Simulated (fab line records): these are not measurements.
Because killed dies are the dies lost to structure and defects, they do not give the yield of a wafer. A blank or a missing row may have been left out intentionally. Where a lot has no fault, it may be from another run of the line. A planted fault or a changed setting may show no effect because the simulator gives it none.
Matching of chambers | flow n5-finfet | N5_BEOL_M0_SAQP_ETCH_88 on rie-diel-02: 4 sister chambers
The step etches underlayer in N2/H2, target depth 6.5 nm, time 5.2 s. 4 wafers are shown with their chamber, then 7 later ones without.

== WAFERS PAIRED WITH THEIR CHAMBERS ==
wafer  | chamber | drypump-motor-current-A (A)
L083.1 | 2       | 5.6
L083.3 | 0       | 5.0
L087.1 | 1       | 6.4
L087.2 | 3       | 6.0

== WAFERS WHOSE CHAMBER IS MISSING ==
wafer  | drypump-motor-current-A (A)
L087.5 | 5.6
L091.2 | 6.4
L091.4 | 5.6
L091.6 | 6.0
L093.1 | 6.0
L093.2 | 5.0
L093.6 | 5.5

== THE CHAMBER EACH PASSED THROUGH ==
wafer  | from the rows above | in truth
L087.5 | 2                   | 2
L091.2 | 1                   | 1
L091.4 | 2                   | 2
L091.6 | 3                   | 3
L093.1 | 3                   | 3
L093.2 | 0                   | 0
L093.6 | 2                   | 2
Correctly placed: 7 of 7. Not placeable from these rows: 0. Wrongly placed: 0.
How it was worked out, from the rows above alone: a wafer's distance from a chamber is the root of the sum, over the readings, of the square of ((its reading less the chamber's mean) divided by the reading's scatter). The wafer belongs to the nearest chamber; if the next one is less than 2 further off, it can't be placed. For every chamber, the mean is computed from those of its wafers that are shown. The scatter: with one shown wafer a chamber, the root of the mean of the squares of how far each hidden wafer lies from its nearest shown one.
